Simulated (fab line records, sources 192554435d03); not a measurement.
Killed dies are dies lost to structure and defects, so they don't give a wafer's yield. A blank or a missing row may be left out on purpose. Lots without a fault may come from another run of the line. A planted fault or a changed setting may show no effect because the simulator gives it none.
A struck lot beside a sound one | flow n5_finfet | 39 steps out of a route of 1938
Sound: wafers L425.3, L425.4, L425.5. Struck: wafers L427.4, L427.6. The cause comes at the end.
At each step with rows: each side's tool, then ch and its chambers, then its first start. Under that, the readings that differ: sound wafers | struck wafers | difference of the means | sigmas: that difference in standard deviations of wafers without a fault.
alike: readings whose means differ by less than 2 such deviations, and words and numbers that are the same on both sides. not compared: withheld readings, readings that some wafer has no value for, bounds like >300 that may hide the same value, and numbers for which the record gives no deviation and whose values overlap.
The two part at a step that has a row with sigmas, a row that says differs or no value, or rows on one side only. Numbers that don't overlap but have no deviation are shown without sigmas and don't part them. A reading that every wafer of one side lacks parts them only if that side has two wafers or more.

first, 10 steps without rows for these wafers: N5_DUMMY_GATE_ETCH_23 (etches poly-Si in HBr/Cl2/O2, target depth 41 nm, time 22.3 s); N5_DUMMY_GATE_ETCH_44 (etches poly-Si in HBr/O2, stops on SiO2, target depth 127.5 nm); N5_DUMMY_GATE_ETCH_42 (etches SiO2 in CHF3/O2, target depth 3.5 nm, time 31 s); N5_DUMMY_GATE_STRIP_48 (strips in N2/H2, time 20 s); N5_DUMMY_GATE_PRECLEAN_33 (cleans in dHF, time 10 s); N5_DUMMY_GATE_PRECLEAN_25 (cleans in O3/DIW, time 45 s); N5_DUMMY_GATE_PRECLEAN_51 (cleans in SC2, time 45 s); N5_DUMMY_GATE_SRD_26 (time 30 s); N5_DUMMY_GATE_UV_OZONE_45 (time 120 s); N5_SPACER0_ALD_07 (deposits SiNx, target thk 2 nm).
N5_SPACER0_ALD_00: deposits SiOCN, target thk 3.5 nm, pulse time 3 s, purge time 2 s.
  sound on ald_sin-01 ch 0,2,3, day 5 06:25; struck on ald_sin-01 ch 0,1, day 5 18:21
  reading                                   | sound       | struck | difference | sigmas
  ald_cycles                                | 58 58 58    | 83 83  | +25        |
  model.SiOCN_of_SPACER0_ALD_00.thk_nm (nm) | 3.4 3.6 3.4 | 5 5    | +2         |
  alike: heater_power_w, precursor_pulse_height_rel
then, 25 steps without rows for these wafers: N5_SPACER0_ALD_08 (deposits SiNx, target thk 2 nm); N5_SD_EPI_N_COAT_32 (time 60 s, resist thk 350 nm); N5_SD_EPI_N_COAT_33 (time 60 s, resist thk 35 nm); N5_SD_EPI_N_COAT_03 (resist thk 150 nm); N5_SD_EPI_N_EBR_05; N5_SD_EPI_N_SOFTBAKE_04 (time 60 s); N5_SD_EPI_N_EXPOSE_06 (exposes mask SD N BLK, target cd 120 nm); N5_SD_EPI_N_PEB_07 (peb time 60 s); N5_SD_EPI_N_DEVELOP_08 (develop time 30 s); N5_SD_EPI_N_DESCUM_14 (chemistry O2, time 7.9 s); N5_SD_EPI_N_ETCH_34 (etches SiARC in CF4, target depth 45.5 nm, time 75.8 s); N5_SD_EPI_N_ETCH_35 (etches SOC in N2/H2, overetch 108 nm, time 486 s); N5_SD_EPI_N_STRIP_36 (strips in N2/H2); N5_SD_EPI_N_ETCHBACK_44 (etches SiNx in CH3F/O2, stops on SiO2, target depth 14.5 nm); N5_SD_EPI_N_ETCH_45 (etches SiOCN in CH3F/O2, target depth 6 nm); N5_SD_EPI_N_ETCH_16 (etches SiO2 in CHF3/O2, target depth 5 nm); N5_SD_EPI_N_STRIP_47 (strips in CHF3/O2); N5_SD_EPI_N_SD_RECESS_17 (chemistry HBr/Cl2/O2, target depth 41 nm, time 23.7 s, bt time 3 s); N5_SD_EPI_N_STRIP_38 (strips in N2/H2); N5_SD_EPI_N_WET_ETCH_43 (etches SiO2 in dHF, time 14 s, target depth 1.5 nm); N5_SD_EPI_N_STRIP_18 (strips in SPM, time 750 s); N5_SD_EPI_N_SRD_20 (time 30 s); N5_SD_EPI_N_PRECLEAN_48 (cleans in NF3:NH3, afs cycles 2, time 20 s, sublimation time 60 s); N5_SD_EPI_N_VAPOR_ETCH_50 (etches Si in HCl, time 54 s); N5_SD_EPI_N_EPI_21 (deposits Si:P, time 690 s).
N5_SD_EPI_P_PRECLEAN_32: cleans in dHF, time 10 s.
  sound on wet_bench-05 ch 3,4,5, day 5 15:39; struck on wet_bench-02 ch 3,7, day 6 03:29
  reading                                   | sound       | struck | difference | sigmas
  model.SiOCN_of_SPACER0_ALD_00.thk_nm (nm) | 3.4 3.4 3.4 | 5 5    | +2         |
-- the record jumps here: 5 days lie between the struck wafers' starts before and after (it left off in module SD_EPI_P and takes up again in module BEOL_M4, whose first step shown is number 1111 of the route) --
N5_BEOL_M4_RC_MEAS_101:
  sound on prober-02 ch 0, day 10 02:32; struck on prober-02 ch 0, day 10 17:32
  reading            | sound              | struck        | difference | sigmas
  DIBL_N (mV/V)      | 38.2 38.6 37.3     | 29.4 32.4     | -7.1       | -4
  DIBL_P (mV/V)      | 38.6 40.2 37.8     | 31.0 34.3     | -6.2       | -3
  IOFF_N (nA/um)     | 0.18 0.20 0.16     | 0.07 0.10     | -0.09      | -3
  IOFF_P (nA/um)     | 0.22 0.25 0.21     | 0.09 0.11     | -0.13      | -4
  IOFF_P_85C (nA/um) | 3.7 4.2 3.6        | 1.8 2.2       | -1.8       | -4
  IOFF_P_LIN (nA/um) | 0.101 0.114 0.098  | 0.050 0.058   | -0.050     | -4
  ION_N (uA/um)      | 677 690 680        | 618 620       | -63        | -6
  ION_P (uA/um)      | 457 474 465        | 421 418       | -46        | -7
  REXT_N (ohm.um)    | 73.8 74.0 74.0     | 98.5 99.1     | +24.9      | +15
  REXT_P (ohm.um)    | 100.3 101.6 101.0  | 121.8 122.1   | +21.0      | +8
  SS_N (mV/dec)      | 72.4 72.3 71.6     | 69.9 70.6     | -1.8       | -3
  VT_N (mV)          | 249 245 254        | 262 257       | +10        | +3
  VT_N_LVT (mV)      | 95 93 97           | 109 107       | +13        | +4
  VT_P (mV)          | -249 -248 -251     | -264 -262     | -14        | -4
  VT_P_LVT (mV)      | -98.9 -96.8 -100.0 | -115.9 -112.2 | -15.5      | -6
  alike: SS_P
-- the record jumps here: 4 days lie between the struck wafers' starts before and after (it left off in module BEOL_M4 and takes up again in module PASSIVATION, whose first step shown is number 1936 of the route) --
N5_PASSIVATION_PROBE_49:
  sound on prober-01, day 14 21:02; struck on prober-01, day 15 01:37
  reading              | sound          | struck      | difference | sigmas
  sort_bin_8_speed (%) | 0 0 0          | 68.39 70.17 | +69.28     | +99 or more
  sort_n_pass          | 1067 1067 1074 | 290 239     | -805       | -47
  sort_yield_pct (%)   | 90.4 90.4 91.0 | 24.6 20.3   | -68.2      | -49
  alike: defect_limited_yield, killed_at_M0_to_M3, killed_at_M4_up, killed_at_contacts, killed_at_front_end, killed_at_other, killed_dies, killed_open, killed_short, sort_bin_5_function, sort_bin_6_memory

WHERE THEY PART
First at N5_BEOL_M4_RC_MEAS_101; last, within this record, at N5_PASSIVATION_PROBE_49.

WHY: what the simulator had put in
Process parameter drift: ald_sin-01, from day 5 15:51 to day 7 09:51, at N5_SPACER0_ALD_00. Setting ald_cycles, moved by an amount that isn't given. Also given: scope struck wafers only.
